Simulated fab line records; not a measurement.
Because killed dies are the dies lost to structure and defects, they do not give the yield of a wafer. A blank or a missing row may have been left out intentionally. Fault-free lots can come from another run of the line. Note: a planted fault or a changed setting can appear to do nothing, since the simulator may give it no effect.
Lot-split experiment :: flow n5_finfet :: 21 wafers read from 7 lots, route of 1938 steps

SPLIT DETAILS
At N5_BEOL_M10_DESCUM_16 (chemistry O2, time 7.9 s), the setting time_s was moved away from the recipe's 7.9 s on 4 of the 21 wafers read, by -15.5% to +8.4%. This setting was run at the recipe's value on the other wafers.

Between the split and the reading, the file records no step.

THE READING
CAR-ArF_of_BEOL_M10_COAT_05.thk_nm (the simulator's own value, which no gauge read), in nm, at N5_BEOL_M10_ETCH_61 (etches SiARC in CF4, target depth 39 nm, time 65 s). The file does not state a usual value for it. The 17 wafers here that ran the recipe average 55.6 nm, standard deviation 0.2 nm.

wafer: L079.2
tool, chamber at the split: rie_diel-03, 3,0,0
time_s as run, s: 7.9
against the recipe: recipe
CAR-ArF_of_BEOL_M10_COAT_05.thk_nm, nm: 55.4
against lot-mates on the recipe: -

wafer: L079.4
tool, chamber at the split: rie_diel-03, 3,0,0
time_s as run, s: 7.9
against the recipe: recipe
CAR-ArF_of_BEOL_M10_COAT_05.thk_nm, nm: 55.4
against lot-mates on the recipe: -

wafer: L079.5
tool, chamber at the split: rie_diel-03, 3,0,0
time_s as run, s: 7.9
against the recipe: recipe
CAR-ArF_of_BEOL_M10_COAT_05.thk_nm, nm: 55.8
against lot-mates on the recipe: -

wafer: L083.1
tool, chamber at the split: rie_diel-06, 3
time_s as run, s: 8.564
against the recipe: +8.4%
CAR-ArF_of_BEOL_M10_COAT_05.thk_nm, nm: 55.2
against lot-mates on the recipe: -0.5

wafer: L083.3
tool, chamber at the split: rie_diel-06, 1,3
time_s as run, s: 7.9
against the recipe: recipe
CAR-ArF_of_BEOL_M10_COAT_05.thk_nm, nm: 55.6
against lot-mates on the recipe: -

wafer: L083.5
tool, chamber at the split: rie_diel-06, 1,3
time_s as run, s: 7.9
against the recipe: recipe
CAR-ArF_of_BEOL_M10_COAT_05.thk_nm, nm: 55.8
against lot-mates on the recipe: -

wafer: L084.4
tool, chamber at the split: rie_diel-01, 0,1,2
time_s as run, s: 7.9
against the recipe: recipe
CAR-ArF_of_BEOL_M10_COAT_05.thk_nm, nm: 56
against lot-mates on the recipe: -

wafer: L084.5
tool, chamber at the split: rie_diel-01, 0,1,2
time_s as run, s: 7.9
against the recipe: recipe
CAR-ArF_of_BEOL_M10_COAT_05.thk_nm, nm: 56
against lot-mates on the recipe: -

wafer: L084.6
tool, chamber at the split: rie_diel-01, 0,1,2
time_s as run, s: 7.9
against the recipe: recipe
CAR-ArF_of_BEOL_M10_COAT_05.thk_nm, nm: 55.8
against lot-mates on the recipe: -

wafer: L088.4
tool, chamber at the split: rie_diel-06, 2,2,1
time_s as run, s: 7.9
against the recipe: recipe
CAR-ArF_of_BEOL_M10_COAT_05.thk_nm, nm: 55.6
against lot-mates on the recipe: -

wafer: L088.6
tool, chamber at the split: rie_diel-06, 2,2,1
time_s as run, s: 7.9
against the recipe: recipe
CAR-ArF_of_BEOL_M10_COAT_05.thk_nm, nm: 55.6
against lot-mates on the recipe: -

wafer: L088.5
tool, chamber at the split: rie_diel-06, 2,2,1
time_s as run, s: 7.9
against the recipe: recipe
CAR-ArF_of_BEOL_M10_COAT_05.thk_nm, nm: 55.4
against lot-mates on the recipe: -

wafer: L093.2
tool, chamber at the split: rie_diel-01, 0,2,0
time_s as run, s: 7.9
against the recipe: recipe
CAR-ArF_of_BEOL_M10_COAT_05.thk_nm, nm: 55.4
against lot-mates on the recipe: -

wafer: L093.5
tool, chamber at the split: rie_diel-01, 0,2,0
time_s as run, s: 7.9
against the recipe: recipe
CAR-ArF_of_BEOL_M10_COAT_05.thk_nm, nm: 55.4
against lot-mates on the recipe: -

wafer: L093.6
tool, chamber at the split: rie_diel-01, 0,2,0
time_s as run, s: 7.9
against the recipe: recipe
CAR-ArF_of_BEOL_M10_COAT_05.thk_nm, nm: 55.6
against lot-mates on the recipe: -

wafer: L095.2
tool, chamber at the split: rie_diel-01, 2
time_s as run, s: 6.675
against the recipe: -15.5%
CAR-ArF_of_BEOL_M10_COAT_05.thk_nm, nm: 56.6
against lot-mates on the recipe: +1.1

wafer: L095.4
tool, chamber at the split: rie_diel-01, 3,1
time_s as run, s: 7.9
against the recipe: recipe
CAR-ArF_of_BEOL_M10_COAT_05.thk_nm, nm: 55.4
against lot-mates on the recipe: -

wafer: L095.6
tool, chamber at the split: rie_diel-01, 3,1
time_s as run, s: 7.9
against the recipe: recipe
CAR-ArF_of_BEOL_M10_COAT_05.thk_nm, nm: 55.6
against lot-mates on the recipe: -

wafer: L097.1
tool, chamber at the split: rie_diel-03, 1
time_s as run, s: 7.9
against the recipe: recipe
CAR-ArF_of_BEOL_M10_COAT_05.thk_nm, nm: 55.6
against lot-mates on the recipe: -

wafer: L097.4
tool, chamber at the split: rie_diel-03, 0,1
time_s as run, s: 7.165
against the recipe: -9.3%
CAR-ArF_of_BEOL_M10_COAT_05.thk_nm, nm: 56
against lot-mates on the recipe: +0.4

wafer: L097.6
tool, chamber at the split: rie_diel-03, 0,1
time_s as run, s: 7.165
against the recipe: -9.3%
CAR-ArF_of_BEOL_M10_COAT_05.thk_nm, nm: 56
against lot-mates on the recipe: +0.4
If several chambers appear in one row, that row covers several wafers at once and the file leaves open which wafer was in which chamber.

FIT RESULTS
A straight line over all 21 wafers: CAR-ArF_of_BEOL_M10_COAT_05.thk_nm changes by -0.0538 nm for each +1% of time_s; r = -0.80; the points scatter about the line by 0.2 nm.
The same after taking each lot's own level away (the mean of its wafers on the recipe; 21 wafers): -0.0596 nm for each +1%; r = -0.92; scatter 0.13 nm.
According to that fit, moving time_s by its largest amount changes the reading by 0.92 nm.
Measured against the standard deviation above, the lots' own levels, which go from 55.47 to 55.93 nm, span 2.3 times it.
Hence the lot-to-lot level has little effect on the slope; both slopes agree.
Check: +0.737 nm against its lot-mates is what the line predicts for one of the wafers moved furthest among these (-15.5%) when that wafer is left out of the fit. It came out at +1.1 nm against them.

ADDITIONAL SPLITS CARRIED BY THESE WAFERS
Before the reading, these wafers also passed through other splits. Each is held against what the fit with the lots' levels taken away leaves over:
other split on the same wafers: N5_BEOL_M7_EXPOSE_08 dose_mj
wafers away from the commonest value: 10
r with CAR-ArF_of_BEOL_M10_COAT_05.thk_nm (lot level and that fit taken away): -0.09

other split on the same wafers: N5_BEOL_M8_DESCUM_33 time_s
wafers away from the commonest value: 7
r with CAR-ArF_of_BEOL_M10_COAT_05.thk_nm (lot level and that fit taken away): +0.06

other split on the same wafers: N5_BEOL_M8_ETCH_72 h2_flow_sccm
wafers away from the commonest value: 8
r with CAR-ArF_of_BEOL_M10_COAT_05.thk_nm (lot level and that fit taken away): -0.09

other split on the same wafers: N5_BEOL_M9_COAT_05 spin_rpm
wafers away from the commonest value: 11
r with CAR-ArF_of_BEOL_M10_COAT_05.thk_nm (lot level and that fit taken away): +0.04

FILE'S OWN FIT
CAR-ArF_of_BEOL_M10_COAT_05.thk_nm changes by -0.0628 nm for each +1% of time_s, r = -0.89.
